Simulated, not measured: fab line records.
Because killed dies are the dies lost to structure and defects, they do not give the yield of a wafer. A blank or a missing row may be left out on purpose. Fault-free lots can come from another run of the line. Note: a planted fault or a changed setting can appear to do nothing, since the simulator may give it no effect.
fab line records -- flow nand-harc
record: lots: 7, wafers: 21, last-day: 34
route steps=1302 shown P_START@1 P_ZERO_WELL@2
lots with no fault: from the same line, run without faults
start-h: start of the lot's first displayed wafer, in hours after the record's first day -- wait-h: time in hours since the lot's previous step -- " repeats the value in the row above -- L1.1+2: one row covering several wafers at once -- - no value present, or no start provided -- * or withheld: withheld -- < > ~ a bound
route shown NAME@n: names a module that has steps shown in the file, with the first one's number in the route -- usual: mean/standard deviation taken from wafers without a fault -- same: alike in all rows -- chamber/n: place in a boat -- sites: per-site readings -- _std_site: the standard deviation of these -- _edge_site: inner sites' mean taken away from outer sites' mean -- radius-mm: for every site, how far away it sits from the centre of the wafer -- mask NAME#n: copy n -- behind: tool/chamber where the wafer was last shaped -- hold: what put the lot on hold/how long, in hours/how the hold closed -- device: transistor that didn't switch, given as n, p or np -- end of line: the same wafers' tests at the end of the route -- a step given without rows: its recipe and nothing more -- killed: dies that structure and defects cost at the first sort, which is not the same as the wafer's yield -- map: a wafer's dies, marking killed ones x, the rest . and places with no die _
set.NAME: the setting as run; set.NAME@STEP: as run at that earlier step -- model.NAME: the simulator's own value behind a step, which no gauge read
lots at selected steps of the route; one table per step, one row per wafer
services: when a tool's chamber went out of use (start-h, in hours from the record's first day, below 0 if earlier), for how many hours, and the reason
== steps ==
step: NHARC_P_START_INSPECT_01
usual: raw-defect-count: 3.4/1.9
lot.wafer,tool,chamber,start-h,wait-h,raw-defect-count
L354.2,defect-inspect-02,-,30.04,-,2
L354.5,defect-inspect-02,-,30.04,-,2
L354.6,defect-inspect-02,-,30.04,-,4
L357.1,defect-inspect-01,-,60.04,-,2
L357.2,defect-inspect-01,-,60.04,-,4
L357.5,defect-inspect-01,-,60.04,-,3
L358.3,defect-inspect-02,-,70.04,-,0
L358.4,defect-inspect-02,-,70.04,-,4
L358.5,defect-inspect-02,-,70.04,-,4
L359.2,defect-inspect-01,-,80.04,-,5
L359.3,defect-inspect-01,-,80.04,-,3
L359.5,defect-inspect-01,-,80.04,-,3
L367.2,defect-inspect-02,-,160.04,-,1
L367.5,defect-inspect-02,-,160.04,-,5
L367.6,defect-inspect-02,-,160.04,-,2
L372.1,defect-inspect-02,-,210.03,-,3
L372.4,defect-inspect-02,-,210.03,-,4
L372.5,defect-inspect-02,-,210.03,-,4
L376.1,defect-inspect-01,-,250.04,-,4
L376.3,defect-inspect-01,-,250.04,-,5
L376.4,defect-inspect-01,-,250.04,-,1
step: NHARC_P_ZERO_WELL_PRECLEAN_00
recipe: time-s: 600, temp-c: 120, chemistry: SPM
step: NHARC_P_ZERO_WELL_SRD_01
step: NHARC_P_ZERO_WELL_PECVD_02
recipe: target-thk-a: 100, temp-c: 400, pressure-torr: 6.5, rf-w: withheld, teos-flow-sccm: withheld, flow-sccm: 2650, target-thk-nm: 10, gas: O2, material: SiO2
step: NHARC_P_ZERO_WELL_DEHYDRATE_03
recipe: temp-c: 150, time-s: 120
step: NHARC_P_ZERO_WELL_HMDS_04
recipe: time-s: 30
step: NHARC_P_ZERO_WELL_COAT_64
recipe: temp-c: 200, time-s: 65
step: NHARC_P_ZERO_WELL_COAT_05
recipe: spin-rpm: 2000, resist-thk-nm: 600
step: NHARC_P_ZERO_WELL_SOFTBAKE_06
recipe: temp-c: 125, time-s: 70
step: NHARC_P_ZERO_WELL_EBR_07
step: NHARC_P_ZERO_WELL_EXPOSE_08
recipe: na: 0.55, target-cd-nm: 500, dose-mj: 33.8, mask-id: P_ZERO
usual: exposure-dose-mJ-cm2: 33.73/0.036, focus-offset-nm: 0.0/0.51
lot.wafer,tool,chamber,start-h,wait-h,mask,exposure-dose-mJ-cm2,focus-offset-nm
L354.2,krf-scanner-03,0,30.97,-,P_ZERO#0,33.73,1.1
L354.5,krf-scanner-03,0,30.97,-,P_ZERO#0,33.72,0.1
L354.6,krf-scanner-03,0,30.97,-,P_ZERO#0,33.74,-0.2
L357.1,krf-scanner-04,-,61.09,-,P_ZERO#0,-,-
L357.2,krf-scanner-04,-,61.09,-,P_ZERO#0,-,-
L357.5,krf-scanner-04,-,61.09,-,P_ZERO#0,-,-
L358.3,krf-scanner-03,-,71.10,-,P_ZERO#0,-,-
L358.4,krf-scanner-03,-,71.10,-,P_ZERO#0,-,-
L358.5,krf-scanner-03,-,71.10,-,P_ZERO#0,-,-
L359.2,krf-scanner-03,-,80.97,-,P_ZERO#0,-,-
L359.3,krf-scanner-03,-,80.97,-,P_ZERO#0,-,-
L359.5,krf-scanner-03,-,80.97,-,P_ZERO#0,-,-
L367.2,krf-scanner-01,0,161.09,-,P_ZERO#0,33.75,0.0
L367.5,krf-scanner-01,0,161.09,-,P_ZERO#0,33.75,-0.1
L367.6,krf-scanner-01,0,161.09,-,P_ZERO#0,33.71,-0.4
L372.1,krf-scanner-03,0,211.10,-,P_ZERO#0,33.72,0.2
L372.4,krf-scanner-03,0,211.10,-,P_ZERO#0,33.73,0.6
L372.5,krf-scanner-03,0,211.10,-,P_ZERO#0,33.75,0.4
L376.1,krf-scanner-01,0,251.09,-,P_ZERO#0,33.71,0.6
L376.3,krf-scanner-01,0,251.09,-,P_ZERO#0,33.75,0.4
L376.4,krf-scanner-01,0,251.09,-,P_ZERO#0,33.73,-0.9
step: NHARC_P_ZERO_WELL_PEB_09
recipe: peb-temp-c: 128, peb-time-s: 80
== services ==
tool,chamber,start-h,hours,kind
krf-scanner-04,-,10.00,4.0,pm
krf-scanner-04,0,32.96,-,calibration
krf-scanner-03,0,42.40,-,calibration
krf-scanner-03,-,52.00,4.0,pm
krf-scanner-04,-,86.66,3.9,repair
krf-scanner-01,0,90.56,-,calibration
krf-scanner-01,-,110.63,0.5,repair
krf-scanner-04,-,120.93,4.2,repair
krf-scanner-04,-,132.52,0.4,repair
krf-scanner-01,-,140.00,4.0,pm
krf-scanner-03,-,153.05,0.1,repair
krf-scanner-04,-,182.00,4.0,pm
krf-scanner-04,0,192.92,-,calibration
krf-scanner-03,0,214.65,-,calibration
krf-scanner-01,-,219.09,4.9,repair
krf-scanner-03,-,224.00,4.0,pm
krf-scanner-03,-,230.27,0.3,repair
== key ==
first-sign: step: NHARC_P_ZERO_WELL_EXPOSE_08, reading: tool-record, direction: missing
effect none on later readings
met-at NHARC_P_ZERO_WELL_EXPOSE_08
struck-wafers L357.1,L357.2,L357.5,L358.3,L358.4,L358.5,L359.2,L359.3,L359.5
later-rows-left-out L357.1,L357.2,L357.5,L358.3,L358.4,L358.5,L359.2,L359.3,L359.5
sort-left-out L357.1,L357.2,L357.5,L358.3,L358.4,L358.5,L359.2,L359.3,L359.5
tester-left-out L357,L358,L359
onset-between 30.97 61.09
fault: kind: skipped-step-whole, tool: krf-scanner-03,krf-scanner-04, chamber: -, onset-h: 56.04, steps: NHARC_P_ZERO_WELL_EXPOSE_08, scope: struck-lots-only
tester-left-out: of these lots the tester's yield and bins aren't shown, on N5 and GAA mostly nor the transistor test; their killed dies are dies lost to structure and defects alone, not to doping, threshold or leakage, so they don't give the yield
sort-left-out: the simulated sort isn't trusted on such a fault, so these wafers' sort isn't shown, and their yield isn't known
later-rows-left-out: the simulator's readings of these wafers behind a module that went badly wrong aren't trusted and aren't shown, but for the sort
